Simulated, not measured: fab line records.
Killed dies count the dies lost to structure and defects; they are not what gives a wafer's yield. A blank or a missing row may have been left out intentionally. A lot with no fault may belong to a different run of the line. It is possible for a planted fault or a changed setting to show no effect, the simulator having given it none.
Matching of chambers :: flow n5_finfet :: 3 sister chambers for N5_BEOL_M3_DEP_57 on pecvd-02
The step deposits SiCN from 3MS/NH3, target thk 8 nm, time 14 s. 14 wafers are shown with their chamber, then 7 later ones without.

## WAFERS PAIRED WITH THEIR CHAMBERS
wafer: L083.4
chamber: 2
showerhead_plenum_p_Torr (Torr): 3.672
throttle_valve_pct (%): 8.6

wafer: L083.5
chamber: 1
showerhead_plenum_p_Torr (Torr): 3.656
throttle_valve_pct (%): 9.0

wafer: L083.6
chamber: 0
showerhead_plenum_p_Torr (Torr): 3.673
throttle_valve_pct (%): 8.6

wafer: L086.1
chamber: 0
showerhead_plenum_p_Torr (Torr): 3.671
throttle_valve_pct (%): 9.2

wafer: L086.2
chamber: 2
showerhead_plenum_p_Torr (Torr): 3.663
throttle_valve_pct (%): 8.5

wafer: L086.3
chamber: 1
showerhead_plenum_p_Torr (Torr): 3.654
throttle_valve_pct (%): 8.9

wafer: L092.2
chamber: 2
showerhead_plenum_p_Torr (Torr): 3.658
throttle_valve_pct (%): 8.2

wafer: L092.3
chamber: 0
showerhead_plenum_p_Torr (Torr): 3.672
throttle_valve_pct (%): 9.0

wafer: L092.5
chamber: 2
showerhead_plenum_p_Torr (Torr): 3.662
throttle_valve_pct (%): 8.3

wafer: L094.1
chamber: 0
showerhead_plenum_p_Torr (Torr): 3.670
throttle_valve_pct (%): 8.8

wafer: L094.3
chamber: 2
showerhead_plenum_p_Torr (Torr): 3.670
throttle_valve_pct (%): 8.2

wafer: L094.4
chamber: 2
showerhead_plenum_p_Torr (Torr): 3.671
throttle_valve_pct (%): 8.4

wafer: L093.1
chamber: 2
showerhead_plenum_p_Torr (Torr): 3.670
throttle_valve_pct (%): 8.3

wafer: L093.4
chamber: 0
showerhead_plenum_p_Torr (Torr): 3.674
throttle_valve_pct (%): 8.8

SIGNATURES (averages over the wafers above)
reading: showerhead_plenum_p_Torr
chamber 0: 3.67200
chamber 1: 3.65500
chamber 2: 3.66657
scatter within a chamber: 0.00417

reading: throttle_valve_pct
chamber 0: 8.880
chamber 1: 8.950
chamber 2: 8.357
scatter within a chamber: 0.178
Rule: distance of a wafer from a chamber = root of the sum over the readings of ((wafer's reading minus chamber's mean) / reading's scatter) squared. The wafer belongs to the nearest chamber; if the next one is less than 2 further off, it can't be placed. How the scatter is found: for the shown wafers, subtract from each reading the mean of its chamber, square and add these, divide the total by (wafers less chambers), then take the root.

## WAFERS MISSING THEIR CHAMBER
wafer: L093.6
showerhead_plenum_p_Torr (Torr): 3.673
throttle_valve_pct (%): 8.2

wafer: L096.3
showerhead_plenum_p_Torr (Torr): 3.669
throttle_valve_pct (%): 8.8

wafer: L096.4
showerhead_plenum_p_Torr (Torr): 3.664
throttle_valve_pct (%): 9.0

wafer: L096.5
showerhead_plenum_p_Torr (Torr): 3.679
throttle_valve_pct (%): 9.0

wafer: L097.2
showerhead_plenum_p_Torr (Torr): 3.674
throttle_valve_pct (%): 8.5

wafer: L097.3
showerhead_plenum_p_Torr (Torr): 3.666
throttle_valve_pct (%): 9.2

wafer: L097.4
showerhead_plenum_p_Torr (Torr): 3.672
throttle_valve_pct (%): 8.4

## CHAMBER TAKEN BY EACH
wafer: L093.6
from the rows above: 2
in truth: 2

wafer: L096.3
from the rows above: can't be placed: 0 or 2
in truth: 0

wafer: L096.4
from the rows above: can't be placed: 0 or 1 or 2
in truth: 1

wafer: L096.5
from the rows above: 0
in truth: 0

wafer: L097.2
from the rows above: can't be placed: 2 or 0
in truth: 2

wafer: L097.3
from the rows above: can't be placed: 0 or 1
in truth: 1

wafer: L097.4
from the rows above: can't be placed: 2 or 0
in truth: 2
Placed correctly: 2 of 7. Cannot be placed on the basis of these rows: 5; the candidates contain the true chamber in 5. Wrongly placed: 0.
